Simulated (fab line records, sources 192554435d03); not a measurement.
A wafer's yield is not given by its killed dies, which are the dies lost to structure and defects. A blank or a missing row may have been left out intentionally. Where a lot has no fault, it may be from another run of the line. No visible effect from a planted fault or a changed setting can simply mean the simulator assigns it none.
Split-lot study ; flow n5Finfet ; 21 wafers read from 7 lots, route of 1938 steps

ON THE SPLIT
At N5_BEOL_M13_COAT_58 (time 60 s, resist thk 89 nm), the setting spinRpm was moved away from the recipe's 1500 rpm on 7 of the 21 wafers read, by -8.5% to +5.6%. The other wafers ran this setting at the recipe's value.

FROM THE SPLIT TO THE READING: what the file shows between them, 3 steps
- N5_BEOL_M13_COAT_04: resist thk 400 nm
- N5_BEOL_M13_EBR_06
- N5_BEOL_M13_DESCUM_15: chemistry O2, time 7.9 s

THE READING
etch.depthNm (the simulator's own value, which no gauge read), in nm, at N5_BEOL_M13_ETCH_59 (etches BARC in N2/H2, target depth 89 nm, overetch 26.7 nm, time 67.9 s). The file does not state a usual value for it. Across the 14 wafers here that went through the recipe, the average is 89.02 nm and the standard deviation 0.29 nm.

wafer;tool, chamber at the split;spinRpm as run, rpm;against the recipe;etch.depthNm, nm;against lot-mates on the recipe
L076.1;lithoTrack-04, 0;1500;recipe;89.16;-
L076.2;lithoTrack-04, 0;1500;recipe;88.93;-
L076.4;lithoTrack-04, 0;1500;recipe;88.86;-
L075.1;lithoTrack-04, 0;1373;-8.5%;92.65;+3.89
L075.3;lithoTrack-04, 0;1500;recipe;88.76;-
L075.5;lithoTrack-04, 0;1373;-8.5%;92.8;+4.04
L079.1;lithoTrack-05, 0;1584;+5.6%;86.75;-2.11
L079.2;lithoTrack-05, 0;1500;recipe;88.82;-
L079.4;lithoTrack-05, 0;1500;recipe;88.91;-
L084.4;lithoTrack-05, 0;1500;recipe;88.59;-
L084.5;lithoTrack-05, 0;1500;recipe;88.63;-
L084.6;lithoTrack-05, 0;1571;+4.7%;86.39;-2.22
L088.1;lithoTrack-04, 0;1500;recipe;89.34;-
L088.2;lithoTrack-04, 0;1500;recipe;89.46;-
L088.4;lithoTrack-04, 0;1500;recipe;89.58;-
L094.1;lithoTrack-03, 0;1500;recipe;88.97;-
L094.5;lithoTrack-03, 0;1500;recipe;89.12;-
L094.6;lithoTrack-03, 0;1557;+3.8%;87.16;-1.89
L096.1;lithoTrack-03, 0;1448;-3.5%;90.48;+1.32
L096.4;lithoTrack-03, 0;1448;-3.5%;90.63;+1.47
L096.6;lithoTrack-03, 0;1500;recipe;89.16;-

FIT RESULTS
A straight line over all 21 wafers: etch.depthNm changes by -0.45 nm for each +1% of spinRpm; r = -0.98; the points scatter about the line by 0.28 nm.
The same after taking each lot's own level away (the mean of its wafers on the recipe; 21 wafers): -0.451 nm for each +1%; r = -1.00; scatter 0.15 nm.
That fit puts the effect of the largest move of spinRpm on the reading at 3.8 nm.
Across the lots, their own levels run from 88.610 to 89.460 nm, a range of 3.0 times the standard deviation given above.
So the lot-to-lot level changes the slope little: the two slopes agree.
Check: for one of the wafers moved furthest among these (-8.5%), held out of the fit, the line's prediction against its lot-mates is +3.79 nm. It came out at +3.89 nm against them.

FURTHER SPLITS ON THESE WAFERS
Note: prior to the reading, these wafers also went through further splits. Each is held against what the fit with the lots' levels taken away leaves over:
other split on the same wafers;wafers away from the commonest value;r with etch.depthNm (lot level and that fit taken away)
N5_BEOL_M11_PECVD_70 tempC;5;+0.01
N5_BEOL_M11_EXPOSE_08 doseMj;6;+0.05
N5_BEOL_M12_SPUTTER_44 timeS;8;-0.07

THE WHOLE CHAIN: every reading that the file lists as answering this split, in the file's order
step;what it does;reading;change (the file's fit);r (the file's)
N5_BEOL_M13_COAT_58;time 60 s, resist thk 89 nm;BARC_of_BEOL_M13_COAT_58.thkNm (the simulator's own value, which no gauge read);-0.441 nm for each +1% of the setting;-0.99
N5_BEOL_M13_ETCH_59;etches BARC in N2/H2, target depth 89 nm, overetch 26.7 nm, time 67.9 s;etch.depthNm (the simulator's own value, which no gauge read);-0.447 nm for each +1% of the setting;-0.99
N5_BEOL_M13_STRIP_64;strips in N2/H2;stripTimeToEndpointS;withheld for each +1% of the setting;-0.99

FILE'S OWN FIT
etch.depthNm changes by -0.447 nm for each +1% of spinRpm, r = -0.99.
